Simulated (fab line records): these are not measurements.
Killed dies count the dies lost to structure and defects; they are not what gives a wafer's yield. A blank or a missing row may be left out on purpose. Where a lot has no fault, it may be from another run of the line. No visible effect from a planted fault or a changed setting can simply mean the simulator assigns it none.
Split-lot trial | flow n5 finfet | 21 wafers read across 7 lots, on a route 1938 steps long

THE SPLIT
At N5_MOL_CONTACT_COAG_ALD_27 (deposits SiOC, target thk 17 nm, pulse time 1.5 s, time 2720 s), the setting ald cycles was moved away from the recipe's 340 on 4 of the 21 wafers read, by -11.5% to +13.2%. This setting was run at the recipe's value on the other wafers.

Reading taken at the split's own step.

THE READING
SiOC_of_MOL_CONTACT_COAG_ALD_27.thk nm (the simulator's own value, which no gauge read), in nm, at N5_MOL_CONTACT_COAG_ALD_27 (deposits SiOC, target thk 17 nm, pulse time 1.5 s, time 2720 s). No usual value for it is given in the file. Average 17.0 nm, standard deviation 0.083 nm, over the 17 wafers here run with the recipe.

wafer  | tool, chamber at the split | ald cycles as run | against the recipe | SiOC_of_MOL_CONTACT_COAG_ALD_27.thk nm, nm | against lot-mates on the recipe
L080.1 | ald sin-04, 1,2,1          | 340               | recipe             | 17                                         | -
L080.3 | ald sin-04, 1,2,1          | 340               | recipe             | 17                                         | -
L080.6 | ald sin-04, 1,2,1          | 340               | recipe             | 17                                         | -
L082.2 | ald sin-04, 2,0,0          | 340               | recipe             | 17                                         | -
L082.4 | ald sin-04, 2,0,0          | 340               | recipe             | 17                                         | -
L082.6 | ald sin-04, 2,0,0          | 340               | recipe             | 17                                         | -
L083.2 | ald sin-03, 3              | 340               | recipe             | 16.8                                       | -
L083.3 | ald sin-03, 2              | 340               | recipe             | 17                                         | -
L083.5 | ald sin-03, 3              | 303               | -10.9%             | 15                                         | -1.9
L084.3 | ald sin-02, 1,2            | 385               | +13.2%             | 19.2                                       | +2.2
L084.5 | ald sin-02, 1,2            | 385               | +13.2%             | 19.2                                       | +2.2
L084.4 | ald sin-02, 0              | 340               | recipe             | 17                                         | -
L088.1 | ald sin-02, 0,3,2          | 340               | recipe             | 17                                         | -
L088.3 | ald sin-02, 0,3,2          | 340               | recipe             | 17                                         | -
L088.5 | ald sin-02, 0,3,2          | 340               | recipe             | 17                                         | -
L097.1 | ald sin-02, 1,3            | 340               | recipe             | 17                                         | -
L097.6 | ald sin-02, 1,3            | 340               | recipe             | 17                                         | -
L097.4 | ald sin-02, 3              | 301               | -11.5%             | 15.2                                       | -1.8
L096.1 | ald sin-02, 1,2            | 340               | recipe             | 17.2                                       | -
L096.2 | ald sin-02, 1,2            | 340               | recipe             | 17.2                                       | -
L096.5 | ald sin-02, 2              | 340               | recipe             | 17                                         | -
If several chambers appear in one row, that row covers several wafers at once and the file leaves open which wafer was in which chamber.

FIT RESULTS
A straight line over all 21 wafers: SiOC_of_MOL_CONTACT_COAG_ALD_27.thk nm changes by +0.168 nm for each +1% of ald cycles; r = +1.00; the points scatter about the line by 0.094 nm.
The same after taking each lot's own level away (the mean of its wafers on the recipe; 21 wafers): +0.166 nm for each +1%; r = +1.00; scatter 0.059 nm.
On that fit, the largest move of ald cycles shifts the reading by 2.2 nm.
From 16.90 to 17.13 nm: that is the span of the lots' own levels, equal to 2.8 times the standard deviation above.
The two slopes are in agreement: the lot-to-lot level therefore moves the slope only a little.
Check: with one of the wafers moved furthest among these (+13.2%) left out of the fit, the line predicts +2.19 nm for it against its lot-mates. Against them it came out at +2.2 nm.

THE OTHER SPLITS THESE WAFERS WENT THROUGH
These wafers also went through other splits before the reading. Each is held against what the fit with the lots' levels taken away leaves over:
other split on the same wafers    | wafers away from the commonest value | r with SiOC_of_MOL_CONTACT_COAG_ALD_27.thk nm (lot level and that fit taken away)
N5_GATE_CUT_ETCH_36 cf4 flow sccm | 8                                    | -0.13

FILE'S OWN FIT
SiOC_of_MOL_CONTACT_COAG_ALD_27.thk nm changes by +0.166 nm for each +1% of ald cycles, r = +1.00.
